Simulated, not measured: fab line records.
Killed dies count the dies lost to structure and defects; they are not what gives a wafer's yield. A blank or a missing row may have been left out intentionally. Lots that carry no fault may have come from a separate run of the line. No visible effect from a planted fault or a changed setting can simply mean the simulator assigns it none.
fab line records | flow nandHarc | part 1 of 2: steps 1 to 26 of 34
[record] lots = 5 wafers = 15 lastDay = 24
route steps=1159 shown A_CONTACT@915
lots with no fault: from the same line, run without faults
startH: the number of hours between the record's first day and the start of the first shown wafer of the lot | waitH: hours since the lot's step before | " same as the row above | L1.1+2: one row covering several wafers at once | - no value, or no start given | * or withheld: withheld | < > ~ a bound
route shown NAME@n: names a module that has steps shown in the file, with the first one's number in the route | usual: average and standard deviation across the fault-free wafers | same: alike in all rows | chamber/n: place in a boat | sites: the reading at each site | _std_site: the values' standard deviation | _edge_site: inner sites' mean taken away from outer sites' mean | radiusMm: how far each site lies from the wafer's centre | mask NAME#n: copy n | behind: the most recent tool/chamber to have shaped the wafer | hold: the reason the lot was held/the length of the hold in hours/how it ended | device: the n, p or np transistor that did not switch | end of line: at the end of the route, the tests of the same wafers | a step with no rows: only its recipe | killed: the dies lost at the first sort to structure and to defects; this is not the yield of the wafer | map: a wafer's dies, x killed, . not, _ none there
set.NAME: the setting the step ran with; set.NAME@STEP: the setting that earlier step ran with | model.NAME: the simulator's own value behind a step, which no gauge read
lots at selected steps of the route; one table per step, one row per wafer
services: the hour from which a tool's chamber was out of use, counted from the record's first day as startH (under 0 if before that day), plus the number of hours and why
[[steps]]
[step NHARC_A_CONTACT_ETCH_97]
[recipe] targetDepthA = 200 overEtchFrac = 0.5 timeS = 10 ionEnergyEv = 250 c4f6FlowSccm = 25 o2FlowSccm = 20 arFlowSccm = 500 rfW = 600 biasW = 500 chemistry = C4F6/O2
[usual] drypumpMotorCurrentA = 5.7/0.38 oesProductAu = 0.956/0.025 rfVppV = 547.8/2.9 showerheadPlenumPTorr = 3.97/0.14 throttleValvePct = 26.904/0.0093
// columns lot.wafer tool chamber startH waitH drypumpMotorCurrentA oesProductAu rfHoursCounterH rfVppV showerheadPlenumPTorr throttleValvePct
L084.2 rieDiel-03 3 - - 6.4 0.926 7 551.3 4.04 26.903
L084.3 " 0 " " 5.4 0.943 7 542.3 3.70 26.897
L084.6 " 3 " " 6.4 0.944 - 550.4 4.04 26.910
L086.4 rieDiel-11 3 - - 5.9 1.013 31 548.5 3.98 26.894
L086.5 " 0 " " 5.3 1.000 - 545.8 3.88 26.927
L086.6 " 1 " " 5.5 1.024 - 547.6 3.97 26.887
L093.4 rieDiel-03 2 - - 5.4 0.945 15 549.6 4.04 26.905
L093.6 " 1 " " 5.5 0.950 - 551.3 4.15 26.900
L093.5 " 2 " " 5.4 0.949 - 549.1 4.04 26.894
L089.2 rieDiel-11 3 - - 5.9 0.971 46 547.2 3.97 26.902
L089.4 " 0 " " 5.3 0.967 48 546.3 3.87 26.902
L089.5 " 3 " " 5.9 0.981 - 548.7 3.97 26.893
L094.3 rieDiel-03 0 - - 5.4 0.937 21 543.1 3.70 26.923
L094.2 " 2 " " 5.4 0.940 19 547.1 4.04 26.896
L094.5 " 0 " " 5.4 0.929 - 543.4 3.70 26.910
[step NHARC_A_CONTACT_CD_MEAS_80]
[usual] cdNm = 189.2/0.74
// columns lot.wafer tool chamber startH waitH cdNm
L084.2 cdSem-01 - 439.14 - 189.1
L084.3 " - " " 189.4
L084.6 " - " " 189.2
L086.4 cdSem-02 - 468.32 - 186.9
L086.5 " - " " 186.7
L086.6 " - " " 186.6
L093.4 cdSem-03 - 488.82 - 189.9
L093.5 " - " " 189.4
L093.6 " - " " 189.6
L089.2 cdSem-01 - 507.86 - 189.5
L089.4 " - " " 189.8
L089.5 " - " " 189.6
L094.2 cdSem-02 - 510.13 - 189.6
L094.3 " - " " 189.6
L094.5 " - " " 189.8
[step NHARC_A_CONTACT_STRIP_103]
[recipe] n2FlowSccm = 150 h2FlowSccm = 150 arFlowSccm = 0 biasW = 0 chemistry = N2/H2
// columns lot.wafer tool chamber startH waitH
L084.2+3+6 rieDiel-03 1,2,2 439.21 0.1
L086.4+5+6 rieDiel-03 2,1,2 468.40 0.1
L093.4+5+6 rieDiel-03 1,3,0 488.90 0.1
L089.4+2+5 rieDiel-11 0,2,0 507.95 0.1
L094.2+3+5 rieDiel-03 2,3,2 510.22 0.1
[step NHARC_A_CONTACT_STRIP_104]
[recipe] cf4FlowSccm = 100 chf3FlowSccm = 30 arFlowSccm = 0 biasW = 0 chemistry = CF4/CHF3
// columns lot.wafer tool chamber startH waitH
L084.3+2+6 rieDiel-03 2,3,3 439.31 0.1
L086.4+5+6 rieDiel-03 3,2,3 468.49 0.1
L093.4+5+6 rieDiel-03 1,0,1 488.98 0.1
L089.4+2+5 rieDiel-11 2,0,2 508.08 0.1
L094.3+2+5 rieDiel-03 2,0,2 510.30 0.1
[step NHARC_A_CONTACT_STRIP_105]
[recipe] o2FlowSccm = 400 cosFlowSccm = 20 arFlowSccm = 0 biasW = 0 chemistry = O2/COS
// columns lot.wafer tool chamber startH waitH
L084.2+3+6 rieDiel-03 2,3,2 439.37 0.1
L086.4+6+5 rieDiel-03 2,2,3 468.55 0.1
L093.4+6+5 rieDiel-03 0,2,3 489.05 0.1
L089.4+2+5 rieDiel-11 3,1,3 508.14 0.1
L094.3+2+5 rieDiel-03 3,1,3 510.36 0.1
[step NHARC_A_CONTACT_ETCH_106]
[recipe] targetDepthA = 600 overetchA = 60 timeS = 33 ionEnergyEv = 100 cf4FlowSccm = 80 o2FlowSccm = 20 arFlowSccm = 0 rfW = 300 biasW = 100 chemistry = CF4/O2
[usual] drypumpMotorCurrentA = 5.7/0.39 oesProductAu = 1.001/0.0076 rfVppV = 198.1/1.4 showerheadPlenumPTorr = 1.35/0.052 throttleValvePct = 13.397/0.0089
// columns lot.wafer tool chamber startH waitH drypumpMotorCurrentA oesProductAu rfHoursCounterH rfVppV showerheadPlenumPTorr throttleValvePct
L084.2 rieDiel-03 2 439.44 0.1 5.3 0.993 7 198.0 1.38 13.414
L084.3 " 3 " " 6.4 1.010 7 198.0 1.38 13.382
L084.6 " 0 " " 5.4 0.996 - 196.8 1.26 13.389
L086.4 rieDiel-03 0 468.61 0.1 5.4 0.996 10 196.0 1.25 13.395
L086.5 " 3 " " 6.4 1.002 - 199.0 1.38 13.409
L086.6 " 0 " " 5.4 0.996 - 195.1 1.25 13.406
L093.4 rieDiel-03 3 489.11 0.1 6.3 0.998 15 198.2 1.38 13.393
L093.5 " 1 " " 5.5 0.999 - 199.4 1.42 13.396
L093.6 " 2 " " 5.4 0.984 - 197.7 1.38 13.395
L089.4 rieDiel-11 0 508.21 0.1 5.3 1.004 48 198.1 1.31 13.399
L089.2 " 1 " " 5.5 1.002 45 198.2 1.35 13.402
L089.5 " 2 " " 6.0 1.011 - 199.0 1.41 13.382
L094.2 rieDiel-03 1 510.43 0.1 5.5 1.001 17 200.1 1.42 13.391
L094.3 " 3 " " 6.4 0.992 20 198.1 1.37 13.396
L094.5 " 1 " " 5.5 0.995 - 198.6 1.42 13.402
[step NHARC_A_CONTACT_STRIP_82]
[recipe] o2FlowSccm = 500 arFlowSccm = 0 biasW = 0 chemistry = O2
[usual] drypumpMotorCurrentA = 5.7/0.39 oesProductAu = 0.998/0.0097 rfVppV = 57.9/0.83 showerheadPlenumPTorr = 3.56/0.13 throttleValvePct = 17.037/0.0093
// columns lot.wafer tool chamber startH waitH drypumpMotorCurrentA oesProductAu rfHoursCounterH rfVppV showerheadPlenumPTorr throttleValvePct
L084.2 rieDiel-03 2 - - 5.4 0.995 7 57.5 3.64 17.023
L084.3 " 1 " " 5.6 0.997 5 58.4 3.74 17.044
L084.6 " 3 " " 6.4 0.982 - 58.3 3.63 17.031
L086.4 rieDiel-03 0 - - 5.4 0.999 10 57.7 3.32 17.034
L086.5 " 1 " " 5.6 0.999 - 59.1 3.74 17.036
L086.6 " 2 " " 5.4 0.995 - 58.1 3.64 17.044
L093.4 rieDiel-03 2 - - 5.4 0.972 15 58.9 3.64 17.044
L093.5 " 3 " " 6.4 0.998 - 57.6 3.63 17.032
L093.6 " 0 " " 5.4 0.998 - 57.2 3.32 17.044
L089.2 rieDiel-11 0 - - 5.3 1.005 48 56.4 3.48 17.039
L089.4 " 2 " " 6.0 1.003 44 57.8 3.72 17.028
L089.5 " 0 " " 5.3 0.996 - 58.0 3.48 17.040
L094.2 rieDiel-03 2 - - 5.4 0.985 19 56.7 3.63 17.050
L094.3 " 0 " " 5.4 0.989 21 56.0 3.32 17.042
L094.5 " 1 " " 5.5 0.994 - 58.7 3.73 17.022
[step NHARC_A_CONTACT_STRIP_83]
[recipe] timeS = 600 tempC = 30 chemistry = postEtchResidueRemover
// columns lot.wafer tool chamber startH waitH
L084.2+3+6 wetBench-01 0,1,3 439.82 -
L086.6+4+5 wetBench-01 7,0,1 469.00 -
L093.4+6+5 wetBench-07 5,6,7 489.48 -
L089.2+5+4 wetBench-07 4,6,7 508.59 -
L094.5+3+2 wetBench-05 6,0,3 510.80 -
[step NHARC_A_CONTACT_DEP_84]
[recipe] targetThkA = 20000 tempC = 400 material = aC
[usual] throttleValvePct = 35.000/0.0091
// columns lot.wafer tool chamber startH waitH throttleValvePct
L084.2 aclDep-01 0 440.28 - 34.994
L084.3 " 0 " " 34.983
L084.6 " 0 " " 35.023
L086.4 aclDep-02 0 470.34 - 35.001
L086.5 " 0 " " 34.986
L086.6 " 0 " " 35.002
L093.4 aclDep-01 0 495.78 - 35.008
L093.5 " 0 " " 35.001
L093.6 " 0 " " 35.017
L089.2 aclDep-01 0 510.41 - 34.998
L089.4 " 0 " " 35.000
L089.5 " 0 " " 35.004
L094.2 aclDep-03 0 511.28 - 34.988
L094.3 " 0 " " 34.995
L094.5 " 0 " " 34.996
[step NHARC_A_CONTACT_DEP_85]
[recipe] targetThkA = 500 targetThkNm = 50 tempC = 400 pressureTorr = 3.5 flowSccm = 200 rfW = 350 material = SiON
[usual] heaterPowerW = 767/120 showerheadVppV = 1129/56
// columns lot.wafer tool chamber startH waitH heaterPowerW showerheadVppV
L084.2 pecvd-01 0 441.39 0.9 685 1057
L084.3 " 0 " " 700 1048
L084.6 " 2 " " 746 1120
L086.4 pecvd-01 0 471.10 0.6 692 1047
L086.5 " 1 " " 990 1243
L086.6 " 2 " " 805 1128
L093.6 pecvd-03 2 496.52 0.1 749 1034
L093.4 " 0 " " 572 1121
L093.5 " 1 " " 634 1192
L089.2 pecvd-01 2 511.47 0.8 775 1125
L089.4 " 1 " " 1028 1222
L089.5 " 1 " " 1014 1217
L094.2 pecvd-01 2 512.48 1.0 697 1119
L094.3 " 2 " " 706 1088
L094.5 " 1 " " 1066 1219
[step NHARC_A_CONTACT_DEHYDRATE_00]
[recipe] tempC = 150 timeS = 120
// columns lot.wafer tool chamber startH waitH
L084.2+3+6 lithoTrack-04 0 441.70 0.3
L086.4+5+6 lithoTrack-01 0 471.29 0.2
L093.4+5+6 lithoTrack-06 0 496.71 0.1
L089.2+4+5 lithoTrack-01 0 511.83 0.3
L094.2+3+5 lithoTrack-04 0 512.80 0.3
[step NHARC_A_CONTACT_HMDS_01]
[recipe] timeS = 30
// columns lot.wafer tool chamber startH waitH
L084.2+3+6 lithoTrack-04 0 - -
L086.4+5+6 lithoTrack-01 0 - -
L093.4+5+6 lithoTrack-06 0 - -
L089.2+4+5 lithoTrack-01 0 - -
L094.2+3+5 lithoTrack-04 0 - -
[step NHARC_A_CONTACT_COAT_86]
[recipe] tempC = 260 timeS = 75
// columns lot.wafer tool chamber startH waitH
L084.2+3+6 lithoTrack-04 0 - -
L086.4+5+6 lithoTrack-01 0 - -
L093.4+5+6 lithoTrack-06 0 - -
L089.2+4+5 lithoTrack-01 0 - -
L094.2+3+5 lithoTrack-04 0 - -
[step NHARC_A_CONTACT_COAT_87]
[recipe] tempC = 225 timeS = 65
// columns lot.wafer tool chamber startH waitH
L084.2+3+6 lithoTrack-04 0 - -
L086.4+5+6 lithoTrack-01 0 - -
L093.4+5+6 lithoTrack-06 0 - -
L089.2+4+5 lithoTrack-01 0 - -
L094.2+3+5 lithoTrack-04 0 - -
[step NHARC_A_CONTACT_COAT_02]
[recipe] spinRpm = 1500 resistThkNm = 90
// columns lot.wafer tool chamber startH waitH
L084.2+3+6 lithoTrack-04 0 - -
L086.4+5+6 lithoTrack-01 0 - -
L093.4+5+6 lithoTrack-06 0 - -
L089.2+4+5 lithoTrack-01 0 - -
L094.2+3+5 lithoTrack-04 0 - -
[step NHARC_A_CONTACT_SOFTBAKE_03]
[recipe] tempC = 105 timeS = 55
// columns lot.wafer tool chamber startH waitH
L084.2+3+6 lithoTrack-04 0 - -
L086.4+5+6 lithoTrack-01 0 - -
L093.4+5+6 lithoTrack-06 0 - -
L089.2+4+5 lithoTrack-01 0 - -
L094.2+3+5 lithoTrack-04 0 - -
[step NHARC_A_CONTACT_EBR_04]
// columns lot.wafer tool chamber startH waitH
L084.2+3+6 lithoTrack-04 0 - -
L086.4+5+6 lithoTrack-01 0 - -
L093.4+5+6 lithoTrack-06 0 - -
L089.2+4+5 lithoTrack-01 0 - -
L094.2+3+5 lithoTrack-04 0 - -
[step NHARC_A_CONTACT_EXPOSE_05]
[recipe] na = 1.35 sigmaOuter = 0.8 doseMj = 84.24 maskId = A_CC
// columns lot.wafer tool chamber startH waitH mask
L084.2+3+6 arfiScanner-03 0 441.89 - A_CC#0
L086.4+5+6 arfiScanner-03 0 471.61 - A_CC#0
L093.4+5+6 arfiScanner-02 0 497.03 - A_CC#0
L089.2+4+5 arfiScanner-01 0 512.02 - A_CC#0
L094.2+3+5 arfiScanner-02 0 513.13 - A_CC#0
[step NHARC_A_CONTACT_PEB_06]
[recipe] pebTempC = 100 pebTimeS = 65
// columns lot.wafer tool chamber startH waitH
L084.2+3+6 lithoTrack-01 0 441.95 0.1
L086.4+5+6 lithoTrack-01 0 471.66 0.0
L093.4+5+6 lithoTrack-06 0 497.08 0.0
L089.2+4+5 lithoTrack-01 0 512.07 0.1
L094.2+3+5 lithoTrack-01 0 513.18 0.1
[step NHARC_A_CONTACT_DEVELOP_07]
[recipe] developTimeS = 35 devTempC = 23
[usual] developerTempC = 22.98/0.094
[same] developTimeS = 35
// columns lot.wafer tool chamber startH waitH developerTempC
L084.2 lithoTrack-01 0 - - 22.97
L084.3 " 0 " " 23.09
L084.6 " 0 " " 23.17
L086.4 lithoTrack-01 0 - - 22.95
L086.5 " 0 " " 22.98
L086.6 " 0 " " 22.92
L093.4 lithoTrack-06 0 - - 23.24
L093.5 " 0 " " 23.18
L093.6 " 0 " " 23.10
L089.2 lithoTrack-01 0 - - 22.96
L089.4 " 0 " " 22.97
L089.5 " 0 " " 23.00
L094.2 lithoTrack-01 0 - - 23.05
L094.3 " 0 " " 22.96
L094.5 " 0 " " 22.98
[step NHARC_A_CONTACT_CD_MEAS_08]
[recipe] targetCdNm = 100 landingEnergyEv = 500
[usual] cdNm = 99.9/0.41
[same] landingEnergyEv = 500
// columns lot.wafer tool chamber startH waitH cdNm
L084.2 cdSem-01 0 442.03 - 100.1
L084.3 " 0 " " 100.0
L084.6 " 0 " " 100.2
L086.4 cdSem-02 0 471.74 - 99.8
L086.5 " 0 " " 99.3
L086.6 " 0 " " 99.7
L093.4 cdSem-02 0 497.17 - 99.9
L093.5 " 0 " " 99.4
L093.6 " 0 " " 99.2
L089.2 cdSem-03 0 512.15 - 99.7
L089.4 " 0 " " 99.8
L089.5 " 0 " " 99.3
L094.2 cdSem-03 0 513.27 - 99.6
L094.3 " 0 " " 99.4
L094.5 " 0 " " 100.1
[step NHARC_A_CONTACT_OVL_MEAS_09]
[usual] overlayXNm = 0.3/0.84 overlayYNm = 0.1/0.85
// columns lot.wafer tool chamber startH waitH overlayXNm overlayYNm
L084.2 overlay-01 - 442.12 - 0.0 -0.6
L084.3 " - " " -0.1 -0.7
L084.6 " - " " 0.4 -1.3
L086.4 overlay-01 - 471.82 - -0.1 0.0
L086.5 " - " " -0.6 -0.9
L086.6 " - " " -0.7 -0.3
L093.4 overlay-02 - 497.25 - -0.8 0.7
L093.5 " - " " 0.2 -0.3
L093.6 " - " " -0.3 -0.4
L089.2 overlay-01 - 512.24 - -0.7 0.3
L089.4 " - " " 0.4 0.8
L089.5 " - " " -0.1 0.8
L094.2 overlay-02 - 513.36 - 0.5 0.4
L094.3 " - " " 0.2 0.8
L094.5 " - " " -0.1 0.2
[step NHARC_A_CONTACT_INSPECT_10]
[usual] rawDefectCount = 28/14
// columns lot.wafer tool chamber startH waitH rawDefectCount
L084.2 defectInspect-02 - 442.15 0.0 20
L084.3 " - " " 21
L084.6 " - " " 16
L086.4 defectInspect-01 - 471.86 0.0 15
L086.5 " - " " 14
L086.6 " - " " 13
L093.4 defectInspect-01 - 497.29 0.0 14
L093.5 " - " " 9
L093.6 " - " " 17
L089.2 defectInspect-02 - 512.27 0.0 33
L089.4 " - " " 17
L089.5 " - " " 36
L094.2 defectInspect-01 - 513.40 0.0 54
L094.3 " - " " 61
L094.5 " - " " 61
[step NHARC_A_CONTACT_DESCUM_13]
[recipe] timeS = 3 o2FlowSccm = 200 arFlowSccm = 0 biasPowerW = 0 chemistry = O2
[usual] drypumpMotorCurrentA = 5.7/0.39 oesProductAu = 1.002/0.0079 rfVppV = 57.9/0.91 showerheadPlenumPTorr = 1.93/0.074 throttleValvePct = 11.311/0.0089
// columns lot.wafer tool chamber startH waitH drypumpMotorCurrentA oesProductAu rfHoursCounterH rfVppV showerheadPlenumPTorr throttleValvePct
L084.2 rieDiel-03 3 442.22 0.1 6.4 1.010 7 57.9 1.97 11.308
L084.3 " 1 " " 5.5 1.001 6 57.3 2.04 11.315
L084.6 " 3 " " 6.3 1.000 - 58.1 1.98 11.308
L086.4 rieDiel-11 0 472.00 0.1 5.3 1.003 33 58.1 1.89 11.305
L086.6 " 3 " " 5.9 1.002 - 57.2 1.94 11.313
L086.5 " 0 " " 5.3 1.006 - 57.5 1.89 11.305
L093.4 rieDiel-11 2 497.34 0.1 6.0 1.001 42 57.2 2.02 11.312
L093.5 " 2 " " 6.0 1.024 - 57.2 2.02 11.300
L093.6 " 3 " " 5.9 1.013 - 57.2 1.94 11.295
L089.4 rieDiel-03 1 512.34 0.1 5.5 1.000 17 58.3 2.03 11.298
L089.2 " 2 " " 5.4 0.979 19 55.7 1.97 11.308
L089.5 " 1 " " 5.6 1.005 - 58.9 2.03 11.309
L094.2 rieDiel-03 0 513.46 0.1 5.4 1.001 22 55.9 1.79 11.324
L094.3 " 3 " " 6.4 1.007 20 58.1 1.97 11.299
L094.5 " 1 " " 5.6 1.003 - 57.0 2.03 11.316
[step NHARC_A_CONTACT_ETCH_88]
[recipe] targetDepthA = 390 overEtchFrac = 0.3 timeS = 65 ionEnergyEv = 80 cf4FlowSccm = 150 arFlowSccm = 0 rfW = 300 biasW = 100 chemistry = CF4
[usual] drypumpMotorCurrentA = 5.7/0.39 oesProductAu = 1.001/0.0084 rfVppV = 151.4/1.1 showerheadPlenumPTorr = 1.78/0.06 throttleValvePct = 13.283/0.0094
// columns lot.wafer tool chamber startH waitH drypumpMotorCurrentA oesProductAu rfHoursCounterH rfVppV showerheadPlenumPTorr throttleValvePct
L084.3 rieDiel-03 1 442.30 0.1 5.5 0.995 6 153.7 1.87 13.274
L084.2 " 3 " " 6.4 0.996 7 151.2 1.82 13.279
L084.6 " 1 " " 5.6 0.998 - 151.5 1.87 13.297
L086.4 rieDiel-11 0 472.50 0.5 5.3 1.004 34 150.4 1.75 13.282
L086.6 " 3 " " 5.9 1.006 - 152.4 1.79 13.272
L086.5 " 0 " " 5.3 1.006 - 152.2 1.75 13.287
L093.4 rieDiel-11 3 497.43 0.1 5.9 1.010 43 151.5 1.79 13.293
L093.6 " 3 " " 5.9 1.004 - 153.0 1.79 13.262
L093.5 " 0 " " 5.3 1.006 - 150.5 1.74 13.287
L089.4 rieDiel-03 3 512.42 0.1 6.4 0.999 20 151.4 1.82 13.297
L089.2 " 1 " " 5.5 0.999 17 152.6 1.87 13.293
L089.5 " 0 " " 5.4 0.996 - 149.2 1.66 13.280
L094.2 rieDiel-03 3 513.59 0.1 6.3 0.998 20 151.6 1.82 13.289
L094.3 " 0 " " 5.4 0.996 22 151.0 1.66 13.274
L094.5 " 1 " " 5.6 1.001 - 150.7 1.87 13.289
[step NHARC_A_CONTACT_ETCH_89]
[recipe] targetDepthA = 2600 overEtchFrac = 0.3 timeS = 475.3 ionEnergyEv = 200 n2FlowSccm = 150 h2FlowSccm = 150 arFlowSccm = 0 rfW = 400 biasW = 150 chemistry = N2/H2
[usual] drypumpMotorCurrentA = 5.7/0.38 oesProductAu = 1.001/0.0088 rfVppV = 431.1/2.5 showerheadPlenumPTorr = 2.06/0.083 throttleValvePct = 14.171/0.0083
// columns lot.wafer tool chamber startH waitH drypumpMotorCurrentA oesProductAu rfHoursCounterH rfVppV showerheadPlenumPTorr throttleValvePct
L084.3 rieDiel-03 0 - - 5.4 0.987 8 427.8 1.91 14.169
L084.2 " 1 " " 5.6 0.983 6 434.5 2.18 14.181
L084.6 " 0 " " 5.4 0.993 - 428.2 1.91 14.160
L086.4 rieDiel-11 0 - - 5.3 0.997 34 431.0 2.01 14.172
L086.6 " 2 " " 6.0 0.998 - 434.1 2.16 14.156
L086.5 " 3 " " 5.9 0.995 - 432.5 2.07 14.182
L093.4 rieDiel-11 3 - - 5.9 0.999 43 432.9 2.07 14.172
L093.6 " 1 " " 5.5 0.998 - 430.3 2.06 14.172
L093.5 " 2 " " 6.0 1.003 - 432.8 2.16 14.175
L089.4 rieDiel-03 2 - - 5.4 1.000 20 432.5 2.11 14.172
L089.2 " 3 " " 6.4 1.002 20 430.9 2.10 14.180
L089.5 " 1 " " 5.6 1.002 - 433.3 2.17 14.180
L094.3 rieDiel-03 3 - - 6.3 1.000 21 432.4 2.10 14.161
L094.2 " 2 " " 5.4 0.994 20 432.7 2.11 14.162
L094.5 " 0 " " 5.4 0.993 - 427.6 1.91 14.184
